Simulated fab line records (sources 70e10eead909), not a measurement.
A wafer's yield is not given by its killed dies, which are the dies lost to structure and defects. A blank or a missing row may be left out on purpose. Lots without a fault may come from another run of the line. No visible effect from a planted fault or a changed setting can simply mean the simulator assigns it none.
Struck lot and sound lot, side by side + flow nand harc + 14 steps out of a route of 1302
Sound: wafers L245.2, L245.3, L245.6. Struck: wafer L240.2. (L240.5 of the same lot was not struck and is left out.) The cause comes at the end.
For every step that has rows: the tool of each side, followed by ch and its chambers, followed by its first start. Under that, the readings that differ: sound wafers + struck wafers + difference of the means + sigmas: that difference in standard deviations of wafers without a fault.
alike: same words and numbers on both sides, and readings whose means sit less than 2 such deviations apart. not compared: any withheld reading, any reading some wafer has no value for, any bound like >300 that may hide the same value, and any number with overlapping values for which the record gives no deviation.
The two part at a step that has a row with sigmas, a row that says differs or no value, or rows on one side only. Numbers that don't overlap but have no deviation are shown without sigmas and don't part them. A reading missing from all wafers of one side parts the sides only when that side holds two or more wafers.

first, 6 steps without rows for these wafers: NHARC_A_DECK1_JOINT_CVD_34 (deposits SiNx, target thk 20 nm); NHARC_A_DECK1_JOINT_DEP_06 (deposits SiOx, target thk 80 nm); NHARC_A_DECK1_JOINT_CURE_26 (time 32 s); NHARC_A_DECK1_JOINT_ANNEAL_27 (time 3600 s); NHARC_A_DECK1_JOINT_ANNEAL_28 (time 1800 s); NHARC_A_DECK1_JOINT_ANNEAL_29 (time 1800 s).
NHARC_A_DECK1_JOINT_CMP_02: polishes SiOx.
  sound on cmp-01 ch 0,1,2, day 19 14:44; struck on cmp-03 ch 1, day 17 01:02
  alike: motor current A, retaining ring pressure frac
next, for these wafers, 1 step has no rows: NHARC_A_DECK1_JOINT_SRD_15.
NHARC_A_DECK1_JOINT_DEP_16: deposits SiO2, target thk 45 nm.
  sound on pecvd-04 ch 0,1, day 19 15:08; struck on pecvd-04 ch 1, day 17 01:28
  alike: flow sccm, heater power w, throttle valve pct
NHARC_A_DECK1_JOINT_THK_MEAS_17: measures by ellipsometry.
  sound: film metro-02 at day 19 15:25; struck: film metro-01 at day 17 01:43
  alike: thk nm
NHARC_A_DECK1_JOINT_INSPECT_05:
  sound: defect inspect-02 at day 19 15:26; struck: defect inspect-02 at day 17 01:45
  alike: raw defect count
NHARC_A_ONON_D2_DEP_00: target thk 1000 nm.
  sound on pecvd onon-04 ch 0, day 19 15:34; struck on pecvd onon-03 ch 0, day 17 01:52
  alike: n2o flow sccm
NHARC_A_ONON_D2_THK_MEAS_02: measures by ellipsometry.
  sound: film metro-02 at day 19 16:01; struck: film metro-01 at day 17 02:20
| reading     | sound       | struck | difference | sigmas |
|-------------|-------------|--------|------------|--------|
| thk nm (nm) | 995 995 994 | 1085   | +90        | +12    |
after that, 1 step with no rows for these wafers: NHARC_A_ONON_D2_DEP_03 (target thk 1000 nm).

== WHERE THEY PART ==
Only at NHARC_A_ONON_D2_THK_MEAS_02, within this record.

WHY: what the simulator had put in
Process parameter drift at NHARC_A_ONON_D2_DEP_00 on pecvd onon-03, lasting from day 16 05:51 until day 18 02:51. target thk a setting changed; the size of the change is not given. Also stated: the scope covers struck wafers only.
